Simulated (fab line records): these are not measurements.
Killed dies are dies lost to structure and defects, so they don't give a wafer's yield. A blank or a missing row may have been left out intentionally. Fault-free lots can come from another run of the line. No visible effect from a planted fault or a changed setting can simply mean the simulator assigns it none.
fab line records	flow nand-harc
record: lots: 7	wafers: 20	last-day: 23
route steps=1159 shown A_CONTACT@869 END@1159
lots that met no fault: taken from a fault-free run of the same line
start-h: start of the lot's first displayed wafer, in hours after the record's first day	wait-h: hours elapsed since this lot's preceding step	" same as the row above	L1.1+2: a single row standing in for several wafers	- value missing, or start not given	* or withheld: withheld	< > ~ a bound
route shown NAME@n: names a module that has steps shown in the file, with the first one's number in the route	usual: mean/standard deviation taken from wafers without a fault	same: alike in all rows	chamber/n: place in a boat	sites: readings site by site	_std_site: standard deviation of those values	_edge_site: outer sites' mean less inner sites'	radius-mm: for every site, how far away it sits from the centre of the wafer	mask NAME#n: copy n	behind: the tool/chamber that last shaped the wafer	hold: cause of the lot's hold/its duration in hours/its outcome	device: transistor that didn't switch, given as n, p or np	end of line: tests run on the same wafers once the route is complete	a step given without rows: its recipe and nothing more	killed: dies that structure and defects cost at the first sort, which is not the same as the wafer's yield	map: a wafer's dies, marking killed ones x, the rest . and places with no die _
set.NAME: the run value of the setting; set.NAME@STEP: its run value at that earlier step	model.NAME: the simulator's own value behind a step, which no gauge read
lots at some steps of the route; a table a step, a row a wafer
services: from which hour (start-h, from the record's first day; less than 0 if before it) a tool's chamber was out of use, for how many hours, and why
== steps ==
step: NHARC_A_CONTACT_ETCH_118
recipe: source-w: withheld	pressure-mtorr: 20	bias-v: 3000	time-s: 94	target-depth-a: 9220	ar-flow-sccm: withheld	c4f8-flow-sccm: withheld	o2-flow-sccm: withheld	chemistry: C4F8/O2/Ar
step: NHARC_A_CONTACT_ETCH_119
recipe: source-w: withheld	pressure-mtorr: 20	bias-v: 3000	time-s: 94	target-depth-a: 9220	ar-flow-sccm: withheld	c4f8-flow-sccm: withheld	o2-flow-sccm: withheld	chemistry: C4F8/O2/Ar
lot.wafer	tool	chamber	start-h	wait-h	rf-hours-counter-h
L435.3	har-cap-etch-02	1	370.41	0.1	-
L435.4	"	0	"	"	-
L435.5	"	0	"	"	-
L437.2	har-cap-etch-03	1	384.87	0.1	83
L437.1	"	0	"	"	83
L437.6	"	1	"	"	-
L446.3	har-cap-etch-03	1	443.52	0.1	-
L446.6	"	0	"	"	-
L446.5	"	1	"	"	-
L449.2	har-cap-etch-01	1	452.71	0.1	74
L449.5	"	0	"	"	-
L448.1	har-cap-etch-01	1	458.76	0.1	75
L448.3	"	0	"	"	-
L448.5	"	1	"	"	-
L453.4	har-cap-etch-02	0	469.16	0.1	-
L453.5	"	1	"	"	-
L453.6	"	0	"	"	-
L455.2	har-cap-etch-03	0	479.31	0.1	101
L455.1	"	1	"	"	101
L455.4	"	0	"	"	-
step: NHARC_A_CONTACT_ETCH_120
recipe: source-w: withheld	pressure-mtorr: 20	bias-v: 3000	time-s: 94	target-depth-a: 9220	ar-flow-sccm: withheld	c4f8-flow-sccm: withheld	o2-flow-sccm: withheld	chemistry: C4F8/O2/Ar
lot.wafer	tool	chamber	start-h	wait-h	rf-hours-counter-h
L435.3	har-cap-etch-02	1	370.51	0.1	-
L435.4	"	0	"	"	-
L435.5	"	0	"	"	-
L437.2	har-cap-etch-03	1	384.96	0.1	83
L437.1	"	0	"	"	83
L437.6	"	1	"	"	-
L446.3	har-cap-etch-03	1	443.62	0.1	-
L446.6	"	0	"	"	-
L446.5	"	1	"	"	-
L449.2	har-cap-etch-01	1	452.83	0.1	74
L449.5	"	0	"	"	-
L448.1	har-cap-etch-01	1	458.88	0.1	75
L448.3	"	0	"	"	-
L448.5	"	1	"	"	-
L453.4	har-cap-etch-02	0	469.25	0.1	-
L453.5	"	1	"	"	-
L453.6	"	0	"	"	-
L455.2	har-cap-etch-03	0	479.41	0.1	101
L455.1	"	1	"	"	101
L455.4	"	0	"	"	-
step: NHARC_A_CONTACT_ETCH_121
recipe: source-w: withheld	pressure-mtorr: 20	bias-v: 3000	time-s: 94	target-depth-a: 9220	ar-flow-sccm: withheld	c4f8-flow-sccm: withheld	o2-flow-sccm: withheld	chemistry: C4F8/O2/Ar
lot.wafer	tool	chamber	start-h	wait-h	rf-hours-counter-h
L435.3	har-cap-etch-02	1	370.60	0.1	-
L435.4	"	0	"	"	-
L435.5	"	0	"	"	-
L437.2	har-cap-etch-03	1	385.05	0.1	83
L437.1	"	0	"	"	83
L437.6	"	1	"	"	-
L446.3	har-cap-etch-03	1	443.71	0.1	-
L446.6	"	0	"	"	-
L446.5	"	1	"	"	-
L449.2	har-cap-etch-01	1	452.95	0.1	74
L449.5	"	0	"	"	-
L448.1	har-cap-etch-01	1	459.00	0.1	75
L448.3	"	0	"	"	-
L448.5	"	1	"	"	-
L453.4	har-cap-etch-02	0	469.34	0.1	-
L453.5	"	1	"	"	-
L453.6	"	0	"	"	-
L455.2	har-cap-etch-03	0	479.50	0.1	101
L455.1	"	1	"	"	101
L455.4	"	0	"	"	-
step: NHARC_A_CONTACT_ETCH_122
recipe: source-w: withheld	pressure-mtorr: 20	bias-v: 3000	time-s: 95	target-depth-a: 9300	ar-flow-sccm: withheld	c4f8-flow-sccm: withheld	o2-flow-sccm: withheld	chemistry: C4F8/O2/Ar
step: NHARC_A_CONTACT_ETCH_123
recipe: source-w: withheld	pressure-mtorr: 20	bias-v: 400	time-s: 253	target-depth-a: 10900	ar-flow-sccm: withheld	c4f8-flow-sccm: 11.5	o2-flow-sccm: 7.2	chemistry: C4F8/O2/Ar
step: NHARC_A_CONTACT_ETCH_90
recipe: target-depth-a: 400	over-etch-frac: 0.5	time-s: 85.7	ion-energy-ev: 120	ch3f-flow-sccm: 50	o2-flow-sccm: 30	ar-flow-sccm: 200	rf-w: 500	bias-w: 100	chemistry: CH3F/O2
step: NHARC_A_CONTACT_ETCH_96
recipe: target-depth-a: 200	over-etch-frac: 0.5	time-s: 10	ion-energy-ev: 250	c4f6-flow-sccm: 25	o2-flow-sccm: 20	ar-flow-sccm: 500	rf-w: 600	bias-w: 500	chemistry: C4F6/O2
usual: drypump-motor-current-A: 5.7/0.41	mfc-ar-sccm: 499.8/1.7	oes-product-au: 0.970/0.029	rf-vpp-V: 545.4/2.8	showerhead-plenum-p-Torr: 3.85/0.13	throttle-valve-pct: 26.904/0.0091
lot.wafer	tool	chamber	start-h	wait-h	drypump-motor-current-A	mfc-ar-sccm	oes-product-au	rf-hours-counter-h	rf-vpp-V	showerhead-plenum-p-Torr	throttle-valve-pct
L435.3	rie-diel-06	3	-	-	6.2	501.9	0.947	42	549.9	4.06	26.900
L435.4	"	2	"	"	6.1	501.8	0.942	47	547.4	3.98	26.901
L435.5	"	3	"	"	6.1	500.8	0.946	-	548.7	4.06	26.928
L437.1	rie-diel-03	3	-	-	5.6	498.3	1.008	36	541.0	3.67	26.903
L437.2	"	0	"	"	6.3	499.3	0.996	35	543.0	3.79	26.918
L437.6	"	1	"	"	5.7	499.9	0.991	-	548.2	3.99	26.893
L446.3	rie-diel-06	2	-	-	6.1	498.9	1.026	5	547.9	3.97	26.914
L446.5	"	0	"	"	5.2	501.1	1.004	-	544.6	3.83	26.914
L446.6	"	1	"	"	5.8	500.9	0.997	-	549.1	4.02	26.902
L449.2	rie-diel-03	3	-	-	5.6	499.3	0.960	12	541.6	3.66	26.906
L449.5	"	1	"	"	5.7	501.1	0.941	-	549.4	3.98	26.904
L448.1	rie-diel-03	0	-	-	6.3	496.3	0.945	13	544.7	3.78	26.903
L448.3	"	1	"	"	5.7	499.0	0.935	13	546.7	3.98	26.906
L448.5	"	2	"	"	5.4	500.0	0.953	-	541.9	3.71	26.895
L453.4	rie-diel-03	1	-	-	5.7	499.6	0.935	16	548.3	3.98	26.903
L453.6	"	0	"	"	6.3	501.2	0.943	-	543.3	3.78	26.899
L453.5	"	1	"	"	5.7	499.4	0.943	-	550.5	3.98	26.902
L455.2	rie-diel-03	3	-	-	5.6	497.8	1.007	18	541.2	3.66	26.896
L455.4	"	1	"	"	5.7	502.1	0.996	18	548.5	3.97	26.922
L455.1	"	2	"	"	5.4	499.4	1.013	18	542.5	3.71	26.895
step: NHARC_A_CONTACT_CD_MEAS_53
usual: cd-nm: 189.4/0.81
lot.wafer	tool	chamber	start-h	wait-h	cd-nm
L435.3	cd-sem-01	-	371.57	-	188.7
L435.4	"	-	"	"	188.5
L435.5	"	-	"	"	189.1
L437.1	cd-sem-02	-	386.08	-	187.7
L437.2	"	-	"	"	187.5
L437.6	"	-	"	"	187.3
L446.3	cd-sem-02	-	444.66	-	188.2
L446.5	"	-	"	"	188.9
L446.6	"	-	"	"	189.2
L449.2	cd-sem-01	-	454.12	-	188.8
L449.5	"	-	"	"	188.7
L448.1	cd-sem-02	-	460.15	-	189.6
L448.3	"	-	"	"	190.5
L448.5	"	-	"	"	189.4
L453.4	cd-sem-03	-	470.31	-	190.0
L453.5	"	-	"	"	190.5
L453.6	"	-	"	"	188.4
L455.1	cd-sem-02	-	480.49	-	189.7
L455.2	"	-	"	"	190.6
L455.4	"	-	"	"	188.7
step: NHARC_A_CONTACT_STRIP_99
recipe: n2-flow-sccm: 150	h2-flow-sccm: 150	ar-flow-sccm: 0	bias-w: 0	chemistry: N2/H2
step: NHARC_A_CONTACT_STRIP_100
recipe: cf4-flow-sccm: 100	chf3-flow-sccm: 30	ar-flow-sccm: 0	bias-w: 0	chemistry: CF4/CHF3
step: NHARC_A_CONTACT_STRIP_101
recipe: o2-flow-sccm: 400	cos-flow-sccm: 20	ar-flow-sccm: 0	bias-w: 0	chemistry: O2/COS
step: NHARC_A_CONTACT_ETCH_102
recipe: target-depth-a: 700	overetch-a: 70	time-s: 38.5	ion-energy-ev: 100	cf4-flow-sccm: 80	o2-flow-sccm: 20	ar-flow-sccm: 0	rf-w: 300	bias-w: 100	chemistry: CF4/O2
usual: drypump-motor-current-A: 5.7/0.39	mfc-ar-sccm: 0.016/0.017	oes_ar_750_au: 1.000/0.0039	oes_f_703_au: 1.001/0.0045	oes-product-au: 0.998/0.011	rf-vpp-V: 197.2/1.4	showerhead-plenum-p-Torr: 1.31/0.051	throttle-valve-pct: 13.397/0.0092
lot.wafer	tool	chamber	start-h	wait-h	drypump-motor-current-A	mfc-ar-sccm	oes_ar_750_au	oes_f_703_au	oes-product-au	rf-hours-counter-h	rf-vpp-V	showerhead-plenum-p-Torr	throttle-valve-pct
L435.3	rie-diel-06	2	371.86	0.1	6.1	0	1.004	0.993	1.017	47	197.8	1.36	13.412
L435.4	"	0	"	"	5.2	0.028	0.991	1.000	1.008	44	195.2	1.30	13.399
L435.5	"	1	"	"	5.9	0	1.001	0.993	0.992	-	198.8	1.37	13.397
L437.2	rie-diel-03	2	386.51	0.1	5.4	0.021	1.009	1.004	1.007	32	195.8	1.26	13.394
L437.1	"	3	"	"	5.6	0.035	0.996	1.003	0.992	36	194.4	1.24	13.402
L437.6	"	1	"	"	5.7	0.042	0.994	1.001	1.000	-	199.7	1.36	13.416
L446.3	rie-diel-03	0	444.96	0.1	6.3	0	0.991	0.995	0.991	10	196.3	1.28	13.390
L446.5	"	1	"	"	5.7	0.042	0.994	0.996	0.944	-	197.8	1.36	13.396
L446.6	"	2	"	"	5.3	0.021	1.001	1.003	0.944	-	196.5	1.26	13.405
L449.2	rie-diel-03	2	454.42	0.1	5.3	0.021	0.998	0.996	0.994	11	197.7	1.26	13.395
L449.5	"	1	"	"	5.7	0.042	0.990	1.002	0.943	-	198.5	1.35	13.394
L448.1	rie-diel-03	0	460.45	0.1	6.3	0	1.000	1.001	0.988	13	197.2	1.28	13.381
L448.3	"	1	"	"	5.7	0.042	0.997	1.005	0.993	13	198.3	1.35	13.390
L448.5	"	2	"	"	5.3	0.021	0.997	0.994	0.952	-	195.3	1.26	13.381
L453.4	rie-diel-12	2	470.64	0.1	5.4	0	0.995	0.996	0.986	-	198.1	1.32	13.377
L453.5	"	3	"	"	4.7	0	1.002	1.000	0.988	-	195.4	1.28	13.414
L453.6	"	1	"	"	6.1	0	1.000	0.994	0.975	-	196.9	1.37	13.391
L455.2	rie-diel-06	0	480.80	0.1	5.2	0.028	0.997	1.000	1.007	18	196.7	1.30	13.387
L455.4	"	1	"	"	5.8	0	1.007	1.003	0.986	18	198.2	1.37	13.406
L455.1	"	2	"	"	6.1	0	0.995	1.004	1.012	20	197.0	1.35	13.405
step: NHARC_A_CONTACT_STRIP_55
recipe: o2-flow-sccm: 500	ar-flow-sccm: 0	bias-w: 0	chemistry: O2
usual: drypump-motor-current-A: 5.8/0.39	mfc-ar-sccm: 0.016/0.017	oes-product-au: 0.998/0.01	rf-vpp-V: 57.6/0.9	showerhead-plenum-p-Torr: 3.47/0.13	throttle-valve-pct: 17.036/0.009
lot.wafer	tool	chamber	start-h	wait-h	drypump-motor-current-A	mfc-ar-sccm	oes-product-au	rf-hours-counter-h	rf-vpp-V	showerhead-plenum-p-Torr	throttle-valve-pct
L435.4	rie-diel-06	2	-	-	6.1	0	1.002	47	56.9	3.58	17.036
L435.3	"	3	"	"	6.1	0	0.990	42	59.0	3.66	17.046
L435.5	"	1	"	"	5.9	0	0.978	-	57.5	3.63	17.028
L437.1	rie-diel-03	1	-	-	5.7	0.042	1.000	32	57.9	3.59	17.029
L437.2	"	2	"	"	5.4	0.021	1.006	32	55.5	3.34	17.038
L437.6	"	1	"	"	5.7	0.042	0.996	-	57.8	3.59	17.038
L446.3	rie-diel-03	3	-	-	5.6	0.035	1.009	10	56.5	3.29	17.046
L446.5	"	3	"	"	5.6	0.035	1.001	-	56.5	3.29	17.022
L446.6	"	0	"	"	6.3	0	0.995	-	57.9	3.40	17.034
L449.2	rie-diel-03	0	-	-	6.3	0	0.989	12	56.4	3.40	17.026
L449.5	"	0	"	"	6.3	0	0.989	-	58.7	3.40	17.066
L448.1	rie-diel-03	0	-	-	6.3	0	0.998	13	58.1	3.40	17.042
L448.3	"	1	"	"	5.7	0.042	0.993	13	58.5	3.58	17.026
L448.5	"	2	"	"	5.3	0.021	1.011	-	57.1	3.33	17.042
L453.5	rie-diel-12	3	-	-	4.7	0	1.005	-	57.7	3.40	17.045
L453.6	"	1	"	"	6.0	0	0.977	-	58.3	3.62	17.033
L453.4	"	2	"	"	5.4	0	1.003	-	57.6	3.49	17.041
L455.1	rie-diel-06	3	-	-	6.1	0	1.004	20	58.4	3.63	17.044
L455.2	"	0	"	"	5.3	0.028	0.999	18	57.2	3.43	17.034
L455.4	"	1	"	"	5.9	0	1.001	18	57.2	3.61	17.026
step: NHARC_END_SORT_01
recipe: temp-c: 25
usual: killed-at-array: 29/8.4	killed-at-other: 0.7/1.2	killed-at-periphery: 3.8/2.1	killed-dies: 33/9	killed-open: 3.4/2	killed-short: 2.1/1.4
same: gross-dies: 677
lot.wafer	tool	chamber	start-h	wait-h	killed-at-array	killed-at-other	killed-at-periphery	killed-dies	killed-open	killed-short
L435.3	prober-02	0	497.08	3.1	21	1	3	25	4	0
L435.4	prober-02	0	497.88	3.4	20	1	3	24	2	3
L435.5	prober-02	0	498.67	3.7	19	0	4	23	5	3
L446.5	prober-01	0	529.95	3.7	124	2	5	131	6	1
L446.6	prober-01	0	530.76	4.0	108	3	5	116	2	3
L448.5	prober-01	0	537.86	3.7	148	0	0	148	2	1
L449.5	prober-02	0	537.65	3.7	84	0	3	87	3	2
killed by level:class
L435.3 A_SLIT:chamber-film-flake=7 A_CHANNEL_HOLE_D1:chamber-film-flake=4 A_STAIRCASE:chamber-film-flake=4 A_M1:geometric-particle:open=2 A_CONTACT:chamber-film-flake=2 A_M0:geometric-particle:open=1 STARTING-WAFER:geometric-particle:open=1 P_GATE:chamber-film-flake=1
L435.4 A_SLIT:chamber-film-flake=8 A_CHANNEL_HOLE_D1:chamber-film-flake=3 A_STAIRCASE:chamber-film-flake=3 A_WL_FILL:geometric-particle:short=2 P_M1:chamber-film-flake=2 A_CONTACT:chamber-film-flake=2 P_CONTACT:geometric-particle:short=1 A_CHANNEL_FILL_D1:geometric-particle:open=1
L435.5 A_SLIT:chamber-film-flake=6 A_CONTACT:chamber-film-flake=5 P_GATE:geometric-particle:open=3 A_CHANNEL_HOLE_D1:chamber-film-flake=2 A_CHANNEL_HOLE_D1:geometric-particle:short=1 A_SGD_CUT:geometric-particle:short=1 A_CONTACT:geometric-particle:open=1 A_BLC:geometric-particle:open=1
L446.5 A_CONTACT:area-etch=101 A_CHANNEL_HOLE_D1:chamber-film-flake=10 A_CONTACT:chamber-film-flake=5 P_GATE:chamber-film-flake=3 A_M0:geometric-particle:open=2 A_STAIRCASE:chamber-film-flake=2 THIN_TSV:chamber-film-flake=2 P_CONTACT:geometric-particle:short=1
L446.6 A_CONTACT:area-etch=82 A_CHANNEL_HOLE_D1:chamber-film-flake=14 A_CONTACT:chamber-film-flake=4 P_GATE:chamber-film-flake=3 A_STAIRCASE:chamber-film-flake=3 THIN_TSV:chamber-film-flake=3 A_ONON_D1:geometric-particle:short=2 A_CHANNEL_HOLE_D1:geometric-particle:open=1
L449.5 A_CONTACT:area-etch=58 A_CHANNEL_HOLE_D1:chamber-film-flake=16 A_M1:chamber-film-flake=3 A_STAIRCASE:chamber-film-flake=2 P_CONTACT:geometric-particle:open=1 P_M0:geometric-particle:open=1 A_CHANNEL_FILL_D1:geometric-particle:short=1 A_SGD_CUT:geometric-particle:short=1
L448.5 A_CONTACT:area-etch=120 A_SLIT:chamber-film-flake=16 A_CHANNEL_HOLE_D1:chamber-film-flake=4 A_STAIRCASE:chamber-film-flake=3 A_CONTACT:chamber-film-flake=2 A_CHANNEL_FILL_D1:geometric-particle:short=1 A_CONTACT:geometric-particle:open=1 A_M0:geometric-particle:open=1
map L446.5 (x killed, . not)
____________.____________
_________xxx.xxx_________
_______.xxx.xxxxxx_______
______x...x..x..x.x______
_____x..x...x....xx._____
____.x........x.xxx.x____
____.x..x.......xxxxx____
___........x..x.....xx___
___..............x...x___
__..................x.x__
__................x..xx__
_xxx................xxxx_
_x.................x..x._
_....x.............x.xxx_
_................x...xx._
_...................x.x._
....x.......x......x.xx.x
.x...x........x......xxxx
x...................xx.xx
.................x..x...x
...........x......x.xx.xx
_.....x............x...._
_.................xx.xx._
_...................x.xx_
_...............x...x..._
_...............x....xx._
__.x...................__
__...................x.__
___................x.x___
___.x....x.......x.xxx___
____..............x.x____
____x..x.......xx....____
_____x............x._____
______.........x...______
_______x.........._______
_________...x..._________
____________.____________
map L448.5 (x killed, . not)
____________.____________
_________x...xx._________
_______.xxx.x...xx_______
______...x.x.xx...x______
_____....xxxx.....x._____
____..x............xx____
____.....xx.........x____
___.x.xxx...........xx___
___x...x..xx......xx.x___
__xx.....x.........xxxx__
__...................x.__
_x.x......x...........x._
_x.......x..........x..x_
_x.....................x_
_......................x_
_.x....................x_
..x...................x..
x..x....x................
xx...................x..x
x......................xx
x......................xx
_x....................xx_
_x....................x._
_x...................xx._
_x...................xxx_
_xx.....x.....x.....xxx._
__....x......x........x__
__x.......x.......x..xx__
___..............x...x___
___...x..........x.xx.___
____xx..x..x...x...xx____
____.xxx........xx..x____
_____xx.xx......x.xx_____
______.....xx..xxxx______
_______x.xxx...xxx_______
_________xxxxxxx_________
____________x____________
== services ==
tool	chamber	start-h	hours	kind
rie-diel-03	0	347.17	-	clean
rie-diel-03	1	347.17	-	clean
rie-diel-03	2	347.17	-	clean
rie-diel-03	3	347.17	-	clean
har-cap-etch-03	-	362.89	0.4	repair
rie-diel-03	1	368.54	-	consumable-replace:focus-ring
rie-diel-03	1	368.54	9.0	scheduled-down
rie-diel-03	1	368.54	9.0	vent-cycle
rie-diel-03	0	372.07	-	clean
rie-diel-03	2	372.07	-	clean
rie-diel-03	3	372.07	-	clean
rie-diel-12	2	373.74	7.6	repair
rie-diel-12	-	379.46	9.0	pm
rie-diel-06	2	381.35	7.2	repair
rie-diel-03	-	392.33	9.0	pm
rie-diel-03	0	392.33	9.0	vent-cycle
rie-diel-03	1	392.33	9.0	vent-cycle
rie-diel-06	3	412.97	5.3	repair
rie-diel-06	0	415.46	5.6	repair
rie-diel-06	-	418.30	9.0	pm
rie-diel-12	2	429.66	12.4	repair
rie-diel-03	-	458.90	0.2	repair
rie-diel-12	0	470.14	6.4	repair
rie-diel-12	1	473.86	5.9	repair
== key ==
first-sign: step: NHARC_A_CONTACT_ETCH_102	reading: oes-product-au	direction: down	sigmas: 4.6	usual: 0.998	struck: 0.946
effect: step: NHARC_END_SORT_01	reading: killed-at-array	direction: up	sigmas: 10	usual: 29	struck: 116
more-kills-born-at: NHARC_A_CONTACT_ETCH_102@rie-diel-03: 361
met-at NHARC_A_CONTACT_ETCH_102
struck-wafers L446.5,L446.6,L448.5,L449.5
tester-left-out L446,L448,L449
onset-between 386.51 444.96
fault: kind: process-parameter-drift	tool: rie-diel-03	chamber: -	onset-h: 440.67	steps: NHARC_A_CONTACT_ETCH_102	channel: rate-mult	offset: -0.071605	shape: step	end-h: 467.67	scope: struck-wafers-only
tester-left-out: of these lots the tester's yield and bins aren't shown, on N5 and GAA mostly nor the transistor test; their killed dies are dies lost to structure and defects alone, not to doping, threshold or leakage, so they don't give the yield
